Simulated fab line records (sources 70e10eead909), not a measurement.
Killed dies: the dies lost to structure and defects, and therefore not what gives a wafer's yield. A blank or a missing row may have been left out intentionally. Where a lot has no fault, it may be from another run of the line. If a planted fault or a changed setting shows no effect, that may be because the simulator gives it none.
A lot that was struck, set against a sound lot	flow nand_harc	41 out of 1302 route steps
Sound: these wafers, L551.1, L551.5, L551.6. Struck: wafers L543.1, L543.5. (L543.4 of the same lot was not struck and is left out.) The cause comes at the end.
At each step with rows: each side's tool, then ch and its chambers, then its first start. Under that, the readings that differ: sound wafers	struck wafers	difference of the means	sigmas: that difference in standard deviations of wafers without a fault.
alike: readings with means less than 2 such deviations apart, plus words and numbers identical on both sides. not compared: withheld readings, readings lacking a value on some wafer, bounds such as >300 that could conceal the same value, and numbers that have no deviation in the record and whose values overlap.
The two part at a step that has a row with sigmas, a row that says differs or no value, or rows on one side only. When numbers do not overlap yet have no deviation, they are printed without sigmas and do not part them. Lack of a reading on every wafer of one side parts them only where that side has two or more wafers.

first, 1 step without rows for these wafers: NHARC_P_STI_HARDBAKE_13 (time 65 s).
NHARC_P_STI_DESCUM_14: chemistry O2, time 3 s.
  sound on rie_diel-10 ch 0,2,3, day 10 10:46; struck on rie_diel-10 ch 1,3, day 7 02:35
  alike: drypump_motor_current_A, oes_product_au, rf_vpp_V, showerhead_plenum_p_Torr, throttle_valve_pct
  not compared: rf_hours_counter_h
NHARC_P_STI_ETCH_42: etches the open film in N2/H2, target depth 80 nm, overetch 24 nm, time 61 s.
  sound on rie_diel-10 ch 0,2,3, day 10 10:52; struck on rie_diel-10 ch 2,3, day 7 02:40
  alike: drypump_motor_current_A, oes_product_au, rf_vpp_V, showerhead_plenum_p_Torr, throttle_valve_pct
  not compared: rf_hours_counter_h
NHARC_P_STI_ETCH_31: etches the open film in CF4/CHF3, target depth 108.9 nm, time 54.5 s.
  sound: rie_diel-10 ch 0,1,2; struck: rie_diel-10 ch 1
  alike: drypump_motor_current_A, oes_product_au, rf_vpp_V, showerhead_plenum_p_Torr, throttle_valve_pct
  not compared: rf_hours_counter_h
NHARC_P_STI_ETCH_15: etches the open film in HBr/Cl2, target depth 300 nm, time 100.1 s.
  sound on rie_si-04 ch 0,2,3, day 10 11:05; struck on rie_si-04 ch 2, day 7 02:53
  alike: drypump_motor_current_A, oes_product_au, throttle_valve_pct
  not compared: rf_hours_counter_h
NHARC_P_STI_CD_MEAS_16:
  sound on cd_sem-01 at day 10 11:12; struck on cd_sem-03 at day 7 03:01
  alike: cd_nm
NHARC_P_STI_OCD_MEAS_17:
  sound on ocd-02 at day 10 11:17; struck on ocd-01 at day 7 03:07
  alike: trench_depth_nm, trench_foot_cd_nm
then, 3 steps without rows for these wafers: NHARC_P_STI_STRIP_19 (strips in SPM, time 900 s); NHARC_P_STI_PRECLEAN_32 (cleans in SC1); NHARC_P_STI_SRD_23.
NHARC_P_STI_OCD_MEAS_43:
  sound on ocd-01 at day 10 11:48; struck on ocd-02 at day 7 03:37
  alike: trench_depth_nm, trench_foot_cd_nm
then, 1 step without rows for these wafers: NHARC_P_STI_OXIDE_33 (material SiO2, target thk 10 nm, ox time 281 s).
NHARC_P_STI_HDPCVD_20: deposits SiO2.
  sound on hdpcvd-01 ch 0,1, day 11 01:29; struck on hdpcvd-01 ch 0,1, day 7 11:28
then, 21 steps without rows for these wafers: NHARC_P_STI_ANNEAL_34 (time 1800 s); NHARC_P_STI_CMP_21 (polishes, t overpolish 20 s, target thk 380.67 nm); NHARC_P_STI_SRD_35; NHARC_P_STI_ETCH_36 (etches SiO2 in dHF, target depth 38.8 nm); NHARC_P_STI_STRIP_24 (strips Si3N4 in H3PO4); NHARC_P_STI_ETCH_37 (etches SiO2 in dHF, target depth 11 nm); NHARC_P_STI_PRECLEAN_38 (cleans in SC1); NHARC_P_STI_SRD_39; NHARC_P_STI_OXIDE_40 (material SiO2, target thk 10 nm, ox time 1362 s); NHARC_P_GATE_ETCH_69 (etches SiO2 in dHF, target depth 14 nm); NHARC_P_GATE_PRECLEAN_70 (cleans in SC1); NHARC_P_GATE_SRD_01; NHARC_P_GATE_OXIDE_02 (material SiO2, target thk 37.5 nm, ox time 365 s); NHARC_P_GATE_DEHYDRATE_03 (time 120 s); NHARC_P_GATE_HMDS_04 (time 30 s); NHARC_P_GATE_COAT_05; NHARC_P_GATE_SOFTBAKE_06 (time 95 s); NHARC_P_GATE_EBR_07; NHARC_P_GATE_EXPOSE_08 (exposes mask P HV); NHARC_P_GATE_PEB_09 (peb time 85 s); NHARC_P_GATE_DEVELOP_10 (time 70 s).
NHARC_P_GATE_CD_MEAS_11: the cd target is 1640 nm.
  sound on cd_sem-02 ch 0, day 12 03:35; struck on cd_sem-01 ch 0, day 8 14:28
reading	sound	struck	difference	sigmas
cd_nm (nm)	1641.7 1643.1 1642.0	1638.4 1639.2	-3.5	-3
then, 1 step without rows for these wafers: NHARC_P_GATE_HARDBAKE_12 (time 80 s).
NHARC_P_GATE_DESCUM_13: chemistry O2, time 3 s.
  sound on rie_diel-05 ch 0,1,3, day 12 03:47; struck on rie_diel-06 ch 2,3, day 8 14:37
reading	sound	struck	difference	sigmas
oes_product_au (a.u.)	1.001 0.996 1.011	0.988 0.988	-0.015	-2
  alike: drypump_motor_current_A, rf_vpp_V, showerhead_plenum_p_Torr, throttle_valve_pct
  not compared: rf_hours_counter_h
then, 3 steps without rows for these wafers: NHARC_P_GATE_ETCH_14 (etches SiO2 in dHF, target depth 48.8 nm); NHARC_P_GATE_STRIP_15 (strips in SPM, time 780 s); NHARC_P_GATE_PRECLEAN_71 (cleans in SC1).
-- the record jumps here: 20 days lie between the struck wafers' starts before and after (it left off in module P_GATE and takes up again in module END, whose first step shown is number 1302 of the route) --
NHARC_END_SORT_01:
  at this point the record logs the struck wafers (prober-02 ch 0, day 28 19:38) and has no rows for the sound ones

== WHERE THEY PART ==
Earliest at NHARC_P_GATE_CD_MEAS_11; latest, in this record, at NHARC_END_SORT_01.

WHY: what the simulator had put in
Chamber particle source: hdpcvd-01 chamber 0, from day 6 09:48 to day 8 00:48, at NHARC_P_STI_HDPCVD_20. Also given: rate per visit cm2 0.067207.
